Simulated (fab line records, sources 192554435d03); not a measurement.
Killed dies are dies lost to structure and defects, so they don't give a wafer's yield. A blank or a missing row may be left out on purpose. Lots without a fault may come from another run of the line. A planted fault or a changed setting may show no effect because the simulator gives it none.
fab line records | flow n5_finfet
record lots=5 wafers=15 last_day=17
route steps=1938 shown BEOL_M8@1384 BEOL_M9@1401
lots that met no fault: from a run of the same line without faults
start_h: hours from the record's first day to the start of the lot's first wafer shown | wait_h: hours since the lot's step before | " the same as in the row above | L1.1+2: a row that stands for several wafers | - no value, or no start given | * or withheld: withheld | < > ~ a bound
route shown NAME@n: a module of which the file shows steps, and the number in the route of the first | usual: mean/standard deviation of fault-free wafers | same: alike in all rows | chamber/n: place in a boat | sites: the reading at each site | _std_site: their standard deviation | _edge_site: outer sites' mean less inner sites' | radius_mm: how far each site lies from the wafer's centre | mask NAME#n: copy n | behind: the tool/chamber that last shaped the wafer | hold: why the lot was held/for how many hours/how that ended | device: the transistor (n, p or np) that didn't switch | end of line: the same wafers' tests at the end of the route | a step without rows: its recipe alone | killed: dies lost to structure and defects at the first sort, not the wafer's yield | map: a wafer's dies, x killed, . not, _ none there
set.NAME: the setting as run; set.NAME@STEP: as run at that earlier step | model.NAME: the simulator's own value behind a step, which no gauge read
lots at some steps of the route; a table a step, a row a wafer
services: from which hour (start_h, from the record's first day; less than 0 if before it) a tool's chamber was out of use, for how many hours, and why
## steps
# step N5_BEOL_M8_SRD_43
# recipe time_s=30 temp_c=23 rinse_liquid=diw dry=ipa_marangoni
# columns lot.wafer tool chamber start_h wait_h
L084.1+4+5 wet_bench-06 7,6,0 261.26 0.0
L086.1+2+3 wet_bench-01 5,4,0 280.77 0.0
L088.2+3+5 wet_bench-01 4,0,5 288.02 0.0
L092.1+2+4 wet_bench-01 1,5,0 308.96 0.0
L097.1+4+6 wet_bench-06 1,5,6 345.11 0.0
# step N5_BEOL_M8_CD_MEAS_35
# recipe target_cd_nm=40 polarity=opening
# usual cd_nm=40.1/0.48
# columns lot.wafer tool chamber start_h wait_h cd_nm
L084.1 cd_sem-03 - 261.30 0.0 39.6
L084.4 " - " " 39.9
L084.5 " - " " 39.4
L086.1 cd_sem-03 - 280.81 0.0 39.3
L086.2 " - " " 39.8
L086.3 " - " " 39.0
L088.2 cd_sem-01 - 288.06 0.0 39.8
L088.3 " - " " 40.3
L088.5 " - " " 40.0
L092.1 cd_sem-01 - 309.00 0.0 41.3
L092.2 " - " " 40.5
L092.4 " - " " 40.7
L097.1 cd_sem-02 - 345.15 0.0 40.1
L097.4 " - " " 39.9
L097.6 " - " " 40.2
# step N5_BEOL_M8_CURE_75
# recipe temp_c=370 time_s=120 ambient=DMADMS/He material=SiCOH_lowk
# usual lamp_power_pct=52.31/0.054 wafer_temp_C_max=371.8/0.64
# columns lot.wafer tool chamber start_h wait_h lamp_power_pct wafer_temp_C_max
L084.1 uv_cure-02 0 261.36 0.1 52.41 372.8
L084.4 " 0 " " 52.40 371.3
L084.5 " 0 " " 52.34 372.0
L086.1 uv_cure-02 1 280.85 0.0 52.25 370.9
L086.2 " 1 " " 52.34 370.9
L086.3 " 1 " " 52.36 371.1
L088.2 uv_cure-03 1 288.15 0.1 52.29 373.1
L088.3 " 1 " " 52.23 372.7
L088.5 " 1 " " 52.28 372.5
L092.1 uv_cure-01 0 309.04 0.0 52.36 371.2
L092.2 " 0 " " 52.36 370.8
L092.4 " 0 " " 52.25 371.0
L097.1 uv_cure-03 0 345.19 0.0 52.29 371.8
L097.4 " 0 " " 52.20 372.2
L097.6 " 0 " " 52.22 371.9
# step N5_BEOL_M8_DEGAS_44
# recipe ambient=vacuum temp_c=250 time_s=60
# usual heater_power_w=326/40
# columns lot.wafer tool chamber start_h wait_h heater_power_w
L084.1 pvd_sputter-02 - 261.76 0.3 311
L084.4 " - " " 238
L084.5 " - " " 240
L086.1 pvd_sputter-01 - 281.53 0.6 395
L086.2 " - " " 311
L086.3 " - " " 361
L088.2 pvd_sputter-01 - 288.55 0.3 391
L088.3 " - " " 359
L088.5 " - " " 357
L092.1 pvd_sputter-03 - 309.42 0.3 301
L092.2 " - " " 334
L092.4 " - " " 322
L097.1 pvd_sputter-01 - 345.59 0.4 408
L097.4 " - " " 308
L097.6 " - " " 310
# step N5_BEOL_M8_PRE_CLEAN_45
# recipe gas=H2/He time_s=30 temp_c=250
# usual heater_power_w=326/40
# columns lot.wafer tool chamber start_h wait_h heater_power_w
L084.1 pvd_sputter-02 - 261.80 0.0 309
L084.4 " - " " 238
L084.5 " - " " 247
L086.1 pvd_sputter-01 - 281.58 0.0 397
L086.2 " - " " 304
L086.3 " - " " 359
L088.2 pvd_sputter-01 - 288.59 0.0 409
L088.3 " - " " 353
L088.5 " - " " 356
L092.1 pvd_sputter-03 - 309.46 0.0 292
L092.2 " - " " 332
L092.4 " - " " 334
L097.1 pvd_sputter-01 - 345.63 0.0 396
L097.4 " - " " 316
L097.6 " - " " 306
# step N5_BEOL_M8_ALD_77
# recipe material=TaN target_thk_a=20 temp_c=275 ald_precursor_family=PDMAT ald_co_reactant=NH3 pressure_torr=3 carrier_flow_sccm=1500 pulse_time_s=2 purge_time_s=3 co_reactant_purge_time_s=2 co_reactant_pulse_time_s=3 ald_cycles=40 precursor_vessel_temp_c=75 precursor_vessel_pressure_torr=26.25 precursor_vessel_carrier_sccm=1000
# usual chamber_pressure_Torr=2.999/0.0076 heater_power_w=408/55 precursor_vessel_temp_c=75.00/0.13
# same co_reactant_pulse_time_s=3
# columns lot.wafer tool chamber start_h wait_h chamber_pressure_Torr heater_power_w precursor_vessel_temp_c
L084.1 ald_metal-01 2 261.86 0.0 3.000 430 75.02
L084.4 " 1 " " 2.997 428 75.03
L084.5 " 3 " " 3.003 422 74.97
L086.1 ald_metal-02 0 281.64 0.0 3.001 446 74.95
L086.2 " 1 " " 3.002 377 75.03
L086.3 " 3 " " 2.985 488 75.24
L088.2 ald_metal-03 2 288.69 0.1 2.993 406 75.02
L088.3 " 3 " " 3.009 470 75.01
L088.5 " 1 " " 2.997 398 75.10
L092.1 ald_metal-02 0 309.52 0.0 3.009 443 74.76
L092.2 " 1 " " 2.995 368 75.22
L092.4 " 2 " " 3.003 316 74.98
L097.1 ald_metal-02 2 345.70 0.0 3.000 313 74.94
L097.4 " 0 " " 2.991 447 75.15
L097.6 " 3 " " 2.993 486 74.97
# step N5_BEOL_M8_SURFACE_TREAT_79
# recipe gas=Ar time_s=* ion_energy_ev=* ion_current_ma_cm2=0.5 pressure_mtorr=* ar_flow_sccm=30
# usual throttle_valve_pct=*
# columns lot.wafer tool chamber start_h wait_h throttle_valve_pct
L084.1 pvd_sputter-01 - 262.19 0.2 *
L084.4 " - " " *
L084.5 " - " " *
L086.1 pvd_sputter-03 - 283.36 1.6 *
L086.2 " - " " *
L086.3 " - " " *
L088.2 pvd_sputter-01 - 289.05 0.2 *
L088.3 " - " " *
L088.5 " - " " *
L092.1 pvd_sputter-01 - 309.84 0.2 *
L092.2 " - " " *
L092.4 " - " " *
L097.1 pvd_sputter-01 - 346.00 0.2 *
L097.4 " - " " *
L097.6 " - " " *
# step N5_BEOL_M8_CVD_78
# recipe material=Co target_thk_a=20 temp_c=withheld precursor=CCTBA/H2 pressure_torr=30 time_s=142.3
# usual chamber_pressure_Torr=30.00/0.073
# columns lot.wafer tool chamber start_h wait_h chamber_pressure_Torr
L084.1 cvd_co-01 0 262.64 0.4 30.10
L084.4 " 2 " " 30.11
L084.5 " 1 " " 30.03
L086.1 cvd_co-01 2 283.62 0.2 29.87
L086.2 " 1 " " 29.98
L086.3 " 0 " " 29.97
L088.2 cvd_co-02 0 289.17 0.1 29.93
L088.3 " 1 " " 29.85
L088.5 " 2 " " 30.02
L092.1 cvd_co-02 0 310.04 0.2 29.96
L092.2 " 2 " " 29.90
L092.4 " 0 " " 30.00
L097.1 cvd_co-01 1 346.06 0.0 29.99
L097.4 " 0 " " 30.02
L097.6 " 2 " " 30.03
# step N5_BEOL_M8_SPUTTER_48
# recipe material=Cu target_thk_a=100 temp_c=-20 bias_v=60 power_w=26000 chamber_pressure_pa=0.13 time_s=1.667
# usual bias_v=59.9/0.61 cathode_dc_power_W=26000/4.8 throttle_valve_pct=29.6/1.4
# columns lot.wafer tool chamber start_h wait_h bias_v cathode_dc_power_W throttle_valve_pct
L084.1 pvd_sputter-02 - 262.96 0.3 60.0 26003 30.7
L084.4 " - " " 59.5 25994 31.0
L084.5 " - " " 60.2 26007 30.7
L086.1 pvd_sputter-02 - 283.77 0.1 59.8 25997 29.4
L086.2 " - " " 59.5 26002 30.9
L086.3 " - " " 60.3 25994 29.3
L088.2 pvd_sputter-01 - 289.35 0.1 60.6 26009 26.5
L088.3 " - " " 60.3 26004 27.5
L088.5 " - " " 60.7 26009 27.8
L092.1 pvd_sputter-03 - 310.29 0.2 59.5 26007 31.2
L092.2 " - " " 60.4 26005 29.0
L092.4 " - " " 59.4 25991 31.0
L097.1 pvd_sputter-02 - 346.19 0.1 59.9 26001 29.3
L097.4 " - " " 59.2 25996 30.5
L097.6 " - " " 59.4 26002 29.3
# step N5_BEOL_M8_ECD_50
# recipe material=Cu target_thk_a=3000
# columns lot.wafer tool chamber start_h wait_h
L084.1+4+5 ecd_cu-01 0 263.14 0.1
L086.1+2+3 ecd_cu-01 1,0,0 283.88 0.1
L088.2+3+5 ecd_cu-02 1,0,1 289.46 0.1
L092.1+2+4 ecd_cu-02 0,1,0 310.40 0.1
L097.1+4+6 ecd_cu-01 0,1,1 346.31 0.1
# step N5_BEOL_M8_ANNEAL_51
# recipe temp_c=225 time_s=90 ambient=N2
# usual anneal_temp_c_max=226.0/0.44 wafer_temp_C_max=225.72/0.26
# columns lot.wafer tool chamber start_h wait_h anneal_temp_c_max wafer_temp_C_max
L084.1 rtp_anneal-02 0 265.87 2.7 226.8 225.53
L084.4 " 0 " " 226.6 225.95
L084.5 " 0 " " 226.9 225.48
L086.1 rtp_anneal-02 0 283.98 0.1 226.1 225.71
L086.2 " 0 " " 226.4 225.91
L086.3 " 0 " " 226.6 226.06
L088.2 rtp_anneal-01 0 289.60 0.1 225.9 225.18
L088.3 " 0 " " 225.8 225.10
L088.5 " 0 " " 225.5 225.21
L092.1 rtp_anneal-01 0 310.53 0.1 225.5 225.59
L092.2 " 0 " " 225.8 225.17
L092.4 " 0 " " 226.0 225.08
L097.1 rtp_anneal-01 0 346.49 0.2 225.8 225.42
L097.4 " 0 " " 225.8 225.38
L097.6 " 0 " " 225.9 225.60
# step N5_BEOL_M8_CMP_52
# recipe stop_on=SiCOH_lowk t_overpolish_s=6.9 down_force_psi=1 platen_rpm=50 clearing_platen_down_force_psi=1.5 clearing_platen_rpm=50 post_cmp_clean=cu_alkaline target_thk_nm=80 clearing_platen_pad_velocity_m_s=0.99484 pad_velocity_m_s=0.99484
# usual barrier_field_endpoint_s=29.0/0.62 motor_current_A=6.3/0.58 overpolish_run_s=6.900/0.0079 time_to_endpoint_s=63.3/2.8
# columns lot.wafer tool chamber start_h wait_h barrier_field_endpoint_s motor_current_A overpolish_run_s time_to_endpoint_s
L084.1 cmp-03 3 266.22 0.3 29.2 6.7 6.894 64.7
L084.4 " 1 " " 29.1 5.8 6.898 59.9
L084.5 " 2 " " 29.0 6.2 6.879 63.7
L086.2 cmp-03 2 284.29 0.2 28.6 6.0 6.900 61.2
L086.3 " 3 " " 28.3 6.5 6.893 62.0
L086.1 " 1 " " 28.0 6.1 6.894 62.9
L088.2 cmp-03 3 289.89 0.2 28.9 6.4 6.899 64.8
L088.3 " 0 " " 29.0 6.0 6.890 65.5
L088.5 " 2 " " 29.4 6.0 6.892 62.0
L092.1 cmp-01 0 310.84 0.3 28.4 6.4 6.892 57.8
L092.4 " 1 " " 28.6 8.2 6.913 61.2
L092.2 " 2 " " 28.1 6.4 6.895 60.4
L097.1 cmp-03 1 346.79 0.3 29.5 6.1 6.905 64.4
L097.4 " 2 " " 29.4 6.4 6.899 63.0
L097.6 " 1 " " 29.1 6.3 6.899 64.7
# step N5_BEOL_M8_THK_MEAS_53
# recipe thk_meas_gauge=xrf reads=Cu_of_BEOL_M8_ECD_50
# usual M8_THK=79.8/1.8
# columns lot.wafer tool chamber start_h wait_h M8_THK[nm]
L084.1 film_metro-02 - 266.48 - 79.6
L084.4 " - " " 77.2
L084.5 " - " " 78.3
L086.1 film_metro-02 - 284.58 - 81.4
L086.2 " - " " 80.5
L086.3 " - " " 79.8
L088.2 film_metro-01 - 290.15 - 79.4
L088.3 " - " " 82.6
L088.5 " - " " 81.2
L092.1 film_metro-01 - 311.14 - 78.0
L092.2 " - " " 78.0
L092.4 " - " " 75.4
L097.1 film_metro-01 - 347.08 - 82.9
L097.4 " - " " 81.2
L097.6 " - " " 82.6
# step N5_BEOL_M8_PRE_CLEAN_55
# recipe gas=NH3 time_s=15 temp_c=withheld rf_power_w=300
# columns lot.wafer tool chamber start_h wait_h
L084.1+4+5 pecvd-03 2,2,1 266.52 0.0
L086.1+2+3 pecvd-03 2,1,0 284.62 0.0
L088.2+3+5 pecvd-03 2,1,2 290.19 0.0
L092.1+2+4 pecvd-04 1,0,0 311.18 0.0
L097.1+4+6 pecvd-04 1,2,0 347.12 0.0
# step N5_BEOL_M8_DEP_56
# recipe material=SiCN target_thk_a=100 temp_c=withheld precursor=3MS/NH3 pressure_torr=3 rf_w=202 time_s=17.5
# usual chamber_pressure_Torr=3.000/0.0065 showerhead_plenum_p_Torr=3.668/0.01 throttle_valve_pct=9.1/0.37
# columns lot.wafer tool chamber start_h wait_h chamber_pressure_Torr showerhead_plenum_p_Torr throttle_valve_pct
L084.1 pecvd-03 2 266.54 0.0 3.000 3.657 8.6
L084.4 " 2 " " 3.001 3.664 8.7
L084.5 " 1 " " 3.000 3.665 9.2
L086.1 pecvd-03 2 284.65 0.0 3.005 3.653 8.8
L086.2 " 1 " " 3.008 3.656 9.0
L086.3 " 0 " " 2.999 3.669 8.9
L088.2 pecvd-03 2 290.21 0.0 3.005 3.658 9.0
L088.3 " 1 " " 3.009 3.663 9.1
L088.5 " 2 " " 3.003 3.669 8.9
L092.1 pecvd-04 1 311.20 0.0 3.002 3.676 9.3
L092.2 " 0 " " 2.989 3.679 9.3
L092.4 " 0 " " 3.005 3.692 9.6
L097.1 pecvd-04 1 347.14 0.0 2.998 3.671 9.1
L097.4 " 2 " " 2.993 3.662 8.9
L097.6 " 0 " " 2.999 3.683 9.6
# step N5_BEOL_M8_RS_MEAS_57
# recipe thk_meas_gauge=four-point-probe reads=Cu_of_BEOL_M8_ECD_50+Co_of_BEOL_M8_CVD_78+TaN_of_BEOL_M8_ALD_77
# usual M8_RS=0.287/0.0069
# columns lot.wafer tool chamber start_h wait_h M8_RS[ohm/sq]
L084.1 film_metro-01 - 266.61 0.1 0.285
L084.4 " - " " 0.298
L084.5 " - " " 0.293
L086.1 film_metro-02 - 284.72 0.1 0.276
L086.2 " - " " 0.279
L086.3 " - " " 0.281
L088.2 film_metro-02 - 290.28 0.1 0.287
L088.3 " - " " 0.277
L088.5 " - " " 0.281
L092.1 film_metro-01 - 311.27 0.1 0.292
L092.2 " - " " 0.293
L092.4 " - " " 0.305
L097.1 film_metro-01 - 347.21 0.1 0.274
L097.4 " - " " 0.280
L097.6 " - " " 0.274
# step N5_BEOL_M8_INSPECT_58
# recipe inspect_instrument=darkfield mode=post_dep
# usual raw_defect_count=72/29
# columns lot.wafer tool chamber start_h wait_h raw_defect_count
L084.1 defect_inspect-02 - 266.64 0.0 91
L084.4 " - " " 99
L084.5 " - " " 88
L086.1 defect_inspect-02 - 284.74 0.0 108
L086.2 " - " " 87
L086.3 " - " " 89
L088.2 defect_inspect-01 - 290.31 0.0 122
L088.3 " - " " 64
L088.5 " - " " 69
L092.1 defect_inspect-01 - 311.30 0.0 65
L092.2 " - " " 58
L092.4 " - " " 90
L097.1 defect_inspect-01 - 347.24 0.0 75
L097.4 " - " " 71
L097.6 " - " " 46
# step N5_BEOL_M9_ILD_DEP_00
# recipe material=SiCOH_lowk target_thk_a=3085.1 temp_c=300 precursor=DEMS/porogen pressure_torr=5 rf_w=500 time_s=58
# usual chamber_pressure_Torr=5.000/0.011 heater_power_w=303/33 showerhead_plenum_p_Torr=5.739/0.018 throttle_valve_pct=13.7/0.8
# columns lot.wafer tool chamber start_h wait_h chamber_pressure_Torr heater_power_w showerhead_plenum_p_Torr throttle_valve_pct
L084.1 pecvd-03 1 266.67 0.0 4.999 330 5.739 14.1
L084.4 " 2 " " 4.979 275 5.742 13.6
L084.5 " 1 " " 5.002 261 5.732 13.9
L086.1 pecvd-02 0 284.78 0.0 5.004 306 5.759 15.7
L086.2 " 2 " " 4.994 341 5.753 13.4
L086.3 " 1 " " 4.993 295 5.756 14.5
L088.2 pecvd-01 0 290.34 0.0 5.014 306 5.761 14.1
L088.3 " 2 " " 4.981 347 5.711 12.7
L088.5 " 2 " " 5.009 344 5.691 13.0
L092.1 pecvd-01 1 311.33 0.0 4.992 238 5.736 13.4
L092.2 " 2 " " 5.005 345 5.706 12.7
L092.4 " 2 " " 4.981 351 5.708 12.8
L097.1 pecvd-01 0 347.28 0.0 5.018 329 5.749 13.9
L097.4 " 0 " " 5.009 331 5.761 13.8
L097.6 " 2 " " 5.007 296 5.708 12.8
# step N5_BEOL_M9_CURE_71
# recipe temp_c=385 time_s=240 ambient=He/Ar material=SiCOH_lowk
# usual lamp_power_pct=52.31/0.054 wafer_temp_C_max=386.8/0.65
# columns lot.wafer tool chamber start_h wait_h lamp_power_pct wafer_temp_C_max
L084.1 uv_cure-03 2 266.75 0.0 52.31 388.0
L084.4 " 2 " " 52.35 387.0
L084.5 " 2 " " 52.24 387.9
L086.1 uv_cure-03 2 284.86 0.0 52.28 386.9
L086.2 " 2 " " 52.32 387.6
L086.3 " 2 " " 52.28 387.1
L088.2 uv_cure-03 1 290.64 0.3 52.34 387.7
L088.3 " 1 " " 52.40 387.5
L088.5 " 1 " " 52.42 388.3
L092.1 uv_cure-02 1 311.41 0.0 52.31 386.1
L092.2 " 1 " " 52.32 386.1
L092.4 " 1 " " 52.21 386.0
L097.1 uv_cure-03 2 347.35 0.0 52.37 387.2
L097.4 " 2 " " 52.26 387.2
L097.6 " 2 " " 52.29 387.3
# step N5_BEOL_M9_THK_MEAS_01
# recipe reads=SiCOH_lowk_of_BEOL_M9_ILD_DEP_00
# usual M9_ILD_THK=268/3.6
# columns lot.wafer tool chamber start_h wait_h M9_ILD_THK[nm]
L084.1 film_metro-02 - 267.26 0.4 268
L084.4 " - " " 271
L084.5 " - " " 271
L086.1 film_metro-01 - 285.38 0.4 263
L086.2 " - " " 267
L086.3 " - " " 263
L088.2 film_metro-01 - 291.07 0.4 265
L088.3 " - " " 265
L088.5 " - " " 268
L092.1 film_metro-01 - 312.40 0.8 267
L092.2 " - " " 265
L092.4 " - " " 269
L097.1 film_metro-01 - 347.87 0.4 269
L097.4 " - " " 274
L097.6 " - " " 272
# step N5_BEOL_M9_PECVD_70
# recipe material=SiO2 target_thk_a=200 temp_c=400 precursor=TEOS/O2 pressure_torr=5.5 rf_w=450 teos_flow_sccm=53.8 gas=O2 flow_sccm=3000 time_s=22.7
# usual chamber_pressure_Torr=5.502/0.011 heater_power_w=693/53 showerhead_plenum_p_Torr=8.79/0.059 throttle_valve_pct=22.4/1.3
# columns lot.wafer tool chamber start_h wait_h chamber_pressure_Torr heater_power_w showerhead_plenum_p_Torr throttle_valve_pct
L084.1 pecvd-03 1 267.30 0.0 5.500 686 8.81 22.8
L084.4 " 2 " " 5.514 581 8.77 21.4
L084.5 " 0 " " 5.499 628 8.79 21.8
L086.1 pecvd-01 0 285.42 0.0 5.493 808 8.87 22.5
L086.2 " 2 " " 5.510 743 8.64 20.8
L086.3 " 1 " " 5.505 669 8.76 21.6
L088.2 pecvd-03 1 291.11 0.0 5.512 734 8.80 22.4
L088.3 " 0 " " 5.514 665 8.79 21.9
L088.5 " 2 " " 5.490 659 8.77 21.6
L092.1 pecvd-02 1 312.44 0.0 5.519 700 8.77 23.1
L092.2 " 0 " " 5.497 708 8.85 25.3
L092.4 " 1 " " 5.514 709 8.80 23.3
L097.1 pecvd-02 1 347.90 0.0 5.497 660 8.78 23.3
L097.4 " 0 " " 5.502 663 8.86 25.5
L097.6 " 2 " " 5.476 726 8.82 21.4
# step N5_BEOL_M9_HM_DEP_02
# recipe material=TiN target_thk_a=200 temp_c=25 chamber_pressure_pa=0.49996
# usual throttle_valve_pct=29.8/1.4
# columns lot.wafer tool chamber start_h wait_h throttle_valve_pct
L084.1 pvd_sputter-03 - 267.98 0.7 31.1
L084.4 " - " " 29.4
L084.5 " - " " 30.4
L086.1 pvd_sputter-01 - 287.14 1.7 30.6
L086.2 " - " " 27.7
L086.3 " - " " 29.5
L088.2 pvd_sputter-03 - 293.27 2.1 31.0
L088.3 " - " " 30.6
L088.5 " - " " 31.1
L092.1 pvd_sputter-03 - 312.89 0.4 28.9
L092.2 " - " " 30.6
L092.4 " - " " 31.6
L097.1 pvd_sputter-01 - 351.08 3.2 26.7
L097.4 " - " " 30.5
L097.6 " - " " 30.5
# step N5_BEOL_M9_COAT_59
# recipe resist=SOC temp_c=250 time_s=60 spin_rpm=1500 resist_thk_nm=100
# columns lot.wafer tool chamber start_h wait_h
L084.1+4+5 litho_track-05 0 268.10 0.1
L086.1+2+3 litho_track-01 0 287.28 0.1
L088.2+3+5 litho_track-01 0 293.39 0.1
L092.1+2+4 litho_track-05 0 313.01 0.1
L097.1+4+6 litho_track-01 0 351.21 0.1
# step N5_BEOL_M9_COAT_60
# recipe resist=SiARC temp_c=220 time_s=60 spin_rpm=1500 resist_thk_nm=30
# columns lot.wafer tool chamber start_h wait_h
L084.1+4+5 litho_track-05 0 - -
L086.1+2+3 litho_track-01 0 - -
L088.2+3+5 litho_track-01 0 - -
L092.1+2+4 litho_track-05 0 - -
L097.1+4+6 litho_track-01 0 - -
# step N5_BEOL_M9_COAT_05
# recipe resist=CAR-ArF spin_rpm=1500 resist_thk_nm=90
# columns lot.wafer tool chamber start_h wait_h
L084.1+4+5 litho_track-05 0 - -
L086.1+2+3 litho_track-01 0 - -
L088.2+3+5 litho_track-01 0 - -
L092.1+2+4 litho_track-05 0 - -
L097.1+4+6 litho_track-01 0 - -
# step N5_BEOL_M9_EBR_07
# recipe solvent=PGMEA ebr_width_mm=1.5
# columns lot.wafer tool chamber start_h wait_h
L084.1+4+5 litho_track-05 0 - -
L086.1+2+3 litho_track-01 0 - -
L088.2+3+5 litho_track-01 0 - -
L092.1+2+4 litho_track-05 0 - -
L097.1+4+6 litho_track-01 0 - -
# step N5_BEOL_M9_SOFTBAKE_06
# recipe temp_c=110 time_s=60 resist=CAR-ArF
# columns lot.wafer tool chamber start_h wait_h
L084.1+4+5 litho_track-05 0 - -
L086.1+2+3 litho_track-01 0 - -
L088.2+3+5 litho_track-01 0 - -
L092.1+2+4 litho_track-05 0 - -
L097.1+4+6 litho_track-01 0 - -
# step N5_BEOL_M9_EXPOSE_08
# recipe mask_id=M9 na=1.35 source_shape=dipole sigma_inner=0.411 sigma_outer=0.611 polarization=te dose_mj=53.75
# columns lot.wafer tool chamber start_h wait_h mask
L084.1+4+5 arfi_scanner-03 0 268.22 - M9#0
L086.1+2+3 arfi_scanner-03 0 287.40 - M9#0
L088.2+3+5 arfi_scanner-01 0 293.64 - M9#0
L092.1+2+4 arfi_scanner-01 0 313.26 - M9#0
L097.1+4+6 arfi_scanner-03 0 351.45 - M9#0
# step N5_BEOL_M9_PEB_09
# recipe peb_temp_c=withheld peb_time_s=60 resist=CAR-ArF
# columns lot.wafer tool chamber start_h wait_h
L084.1+4+5 litho_track-01 0 268.28 0.1
L086.1+2+3 litho_track-02 0 287.46 0.1
L088.2+3+5 litho_track-01 0 293.69 0.0
L092.1+2+4 litho_track-05 0 313.32 0.1
L097.1+4+6 litho_track-01 0 351.52 0.1
# step N5_BEOL_M9_DEVELOP_10
# recipe develop_time_s=30 developer=TMAH resist=CAR-ArF rinse_liquid=diw dry=air_spin dev_temp_c=23
# columns lot.wafer tool chamber start_h wait_h
L084.1+4+5 litho_track-01 0 - -
L086.1+2+3 litho_track-02 0 - -
L088.2+3+5 litho_track-01 0 - -
L092.1+2+4 litho_track-05 0 - -
L097.1+4+6 litho_track-01 0 - -
# step N5_BEOL_M9_CD_MEAS_11
# recipe target_cd_nm=64.1 landing_energy_ev=500 detector=se_inlens polarity=opening
# usual cd_nm=64.1/0.46
# columns lot.wafer tool chamber start_h wait_h cd_nm
L084.1 cd_sem-03 0 268.35 - 64.3
L084.4 " 0 " " 64.4
L084.5 " 0 " " 63.6
L086.1 cd_sem-02 0 287.53 - 64.5
L086.2 " 0 " " 63.9
L086.3 " 0 " " 64.1
L088.2 cd_sem-03 0 293.76 - 63.7
L088.3 " 0 " " 64.2
L088.5 " 0 " " 63.8
L092.1 cd_sem-01 0 313.38 - 64.9
L092.2 " 0 " " 64.0
L092.4 " 0 " " 65.1
L097.1 cd_sem-03 0 351.58 - 63.9
L097.4 " 0 " " 64.2
L097.6 " 0 " " 63.4
# step N5_BEOL_M9_OVL_MEAS_12
# recipe points_per_wafer=44
# usual M9_OVL=0.3/0.66
# columns lot.wafer tool chamber start_h wait_h M9_OVL[nm]
L084.1 overlay-02 0 268.38 0.0 0.6
L084.4 " 0 " " -0.7
L084.5 " 0 " " 0.0
L086.1 overlay-01 0 287.56 0.0 -1.2
L086.2 " 0 " " -1.1
L086.3 " 0 " " -0.9
L088.2 overlay-02 0 293.79 0.0 -0.4
L088.3 " 0 " " 0.3
L088.5 " 0 " " 0.2
L092.1 overlay-01 0 313.41 0.0 1.3
L092.2 " 0 " " -0.2
L092.4 " 0 " " -0.3
L097.1 overlay-02 0 351.62 0.0 0.1
L097.4 " 0 " " 0.9
L097.6 " 0 " " 0.9
# step N5_BEOL_M9_INSPECT_13
# recipe mode=adi inspect_instrument=brightfield
# usual raw_defect_count=384/90
# columns lot.wafer tool chamber start_h wait_h raw_defect_count
L084.1 defect_inspect-02 - 268.40 0.0 414
L084.4 " - " " 523
L084.5 " - " " 469
L086.1 defect_inspect-01 - 287.58 0.0 570
L086.2 " - " " 365
L086.3 " - " " 409
L088.2 defect_inspect-02 - 293.82 0.0 523
L088.3 " - " " 429
L088.5 " - " " 310
L092.1 defect_inspect-02 - 313.44 0.0 514
L092.2 " - " " 338
L092.4 " - " " 398
L097.1 defect_inspect-01 - 351.64 0.0 390
L097.4 " - " " 496
L097.6 " - " " 290
# step N5_BEOL_M9_DESCUM_16
# recipe chemistry=O2 time_s=7.9 source_power_w=50 bias_power_w=20 pressure_mtorr=20 rf_frequency_hz=2.712e+07 temp_c=40 resist=CAR-ArF o2_flow_sccm=225
# usual drypump_motor_current_A=5.9/0.39 oes_product_au=0.80/0.08 rf_vpp_V=243.6/1.5 showerhead_plenum_p_Torr=2.12/0.085 throttle_valve_pct=20.36/0.22
# columns lot.wafer tool chamber start_h wait_h drypump_motor_current_A oes_product_au rf_hours_counter_h rf_vpp_V showerhead_plenum_p_Torr throttle_valve_pct
L084.1 rie_diel-03 3 268.47 0.1 5.4 0.91 20 243.0 2.05 20.40
L084.4 " 0 " " 6.7 0.84 50 241.7 2.04 20.35
L084.5 " 2 " " 5.3 0.73 - 241.8 2.00 20.56
L086.1 rie_diel-06 3 287.61 0.0 5.8 0.80 115 245.0 2.20 20.21
L086.2 " 1 " " 6.1 0.87 47 243.5 2.13 20.13
L086.3 " 0 " " 5.9 0.96 11 242.4 2.06 20.26
L088.2 rie_diel-02 0 293.89 0.1 6.0 0.79 107 244.8 2.20 20.15
L088.3 " 2 " " 6.2 0.72 224 242.0 1.98 20.80
L088.5 " 1 " " 6.2 0.72 - 243.9 2.17 20.16
L092.1 rie_diel-06 2 313.47 0.0 5.2 0.84 80 243.8 2.12 20.45
L092.2 " 3 " " 5.9 0.79 122 244.2 2.19 20.24
L092.4 " 1 " " 6.1 0.86 56 243.0 2.12 20.16
L097.1 rie_diel-02 0 351.67 0.0 6.0 0.78 125 244.0 2.19 20.19
L097.4 " 1 " " 6.2 0.70 207 243.9 2.16 20.18
L097.6 " 3 " " 5.6 0.85 - 246.5 2.22 20.37
## services
# columns tool chamber start_h hours kind
arfi_scanner-01 - 238.05 4.8 repair
cmp-03 - 238.32 4.0 pm
rie_diel-06 2 241.17 1.2 repair
cvd_co-02 2 248.60 21.1 repair
arfi_scanner-03 - 248.85 1.3 pm
cvd_co-01 - 249.98 0.8 repair
ecd_cu-01 - 250.82 1.4 repair
uv_cure-03 - 251.03 7.5 pm
pecvd-02 - 256.77 4.3 pm
ecd_cu-02 - 257.23 3.9 repair
uv_cure-02 - 266.72 0.4 repair
pecvd-01 0 267.79 6.9 repair
pecvd-02 0 272.77 6.2 repair
arfi_scanner-03 - 273.69 4.8 pm
cvd_co-01 - 285.36 0.6 repair
arfi_scanner-03 - 303.09 1.0 repair
ecd_cu-01 - 303.38 4.1 pm
cmp-03 - 305.80 0.5 repair
wet_bench-01 - 309.46 2.6 repair
wet_bench-01 - 321.04 2.7 repair
pecvd-03 - 329.01 2.8 pm
pvd_sputter-03 - 335.59 1.7 repair
arfi_scanner-03 - 339.88 0.8 pm
arfi_scanner-03 - 349.83 1.0 pm
## key
fault none
